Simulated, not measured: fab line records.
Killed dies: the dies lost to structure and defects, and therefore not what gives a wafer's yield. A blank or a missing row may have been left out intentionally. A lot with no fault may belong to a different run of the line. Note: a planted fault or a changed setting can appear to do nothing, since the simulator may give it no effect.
Which tool was responsible? ; flow n5 finfet ; 11 lots with 33 wafers sampled at 2 steps, on a route of 1938 steps

## WHAT THE GAUGES READ, wafer by wafer
N5_BEOL_M10_OVL_MEAS_12.
lot;measured;on;M10_OVL (nm)
L508;day 11 06:31;overlay-01;0.7 -0.7 0.6
L511;day 11 12:10;overlay-01;-0.5 -0.4 -1.2
L509;day 11 12:38;overlay-02;-1.5 -1.5 -1.6
L510;day 11 12:59;overlay-01;0.8 0.8 0.3
L515;day 12 05:47;overlay-01;-0.7 -0.6 0.5
L513;day 12 05:57;overlay-02;0.0 0.1 -0.6
L514;day 12 08:43;overlay-02;0.0 -1.8 -1.2
L519;day 13 20:16;overlay-02;-1.3 -1.5 -1.5
L521;day 14 03:28;overlay-01;0.0 -0.3 -0.1
L526;day 15 22:22;overlay-02;0.0 -1.2 0.2
L529;day 16 10:50;overlay-01;-0.4 0.0 -0.2

## WHAT TOOL EACH LOT RAN ON (gives the tool, then ch and the chambers of the sampled wafers, and finally the start)
lot;N5_BEOL_M10_ILD_DEP_00
L508;pecvd-01 ch 0,1, day 11 05:18
L511;pecvd-04 ch 1,2, day 11 10:01
L509;pecvd-04 ch 0,1,2, day 11 11:04
L510;pecvd-03 ch 0,1,2, day 11 11:23
L515;pecvd-04 ch 1,2, day 12 03:56
L513;pecvd-04 ch 0,1,2, day 12 04:10
L514;pecvd-01 ch 0,2, day 12 06:28
L519;pecvd-01 ch 0,1,2, day 13 17:12
L521;pecvd-04 ch 1,2, day 14 00:59
L526;pecvd-01 ch 0,1, day 15 20:29
L529;pecvd-01 ch 0,1,2, day 16 08:52
- N5_BEOL_M10_ILD_DEP_00: deposits SiCOH lowk from DEMS/porogen, target thk 308.51 nm, time 58 s.

## THE ANSWER, worked out from the rows above alone
Rule: usual is defined by the lots themselves. The widest of any qualifying gaps counts: lots, ordered by their means at a reading, are off when they make up no more than a third of the lots, leave a main group of 4 or more, and stand apart from it by 3 or more times the standard deviation of that group's means. A main group is skipped when, at the precision printed for the reading in the tables above, its means are all equal. Also off: a lot with no number at a reading for which 4 or more lots have one. All remaining lots with rows at the step are treated as sound.
None of the lots is off at any reading shown; this tells nothing.

## WHAT THE SIMULATOR HAD PUT IN
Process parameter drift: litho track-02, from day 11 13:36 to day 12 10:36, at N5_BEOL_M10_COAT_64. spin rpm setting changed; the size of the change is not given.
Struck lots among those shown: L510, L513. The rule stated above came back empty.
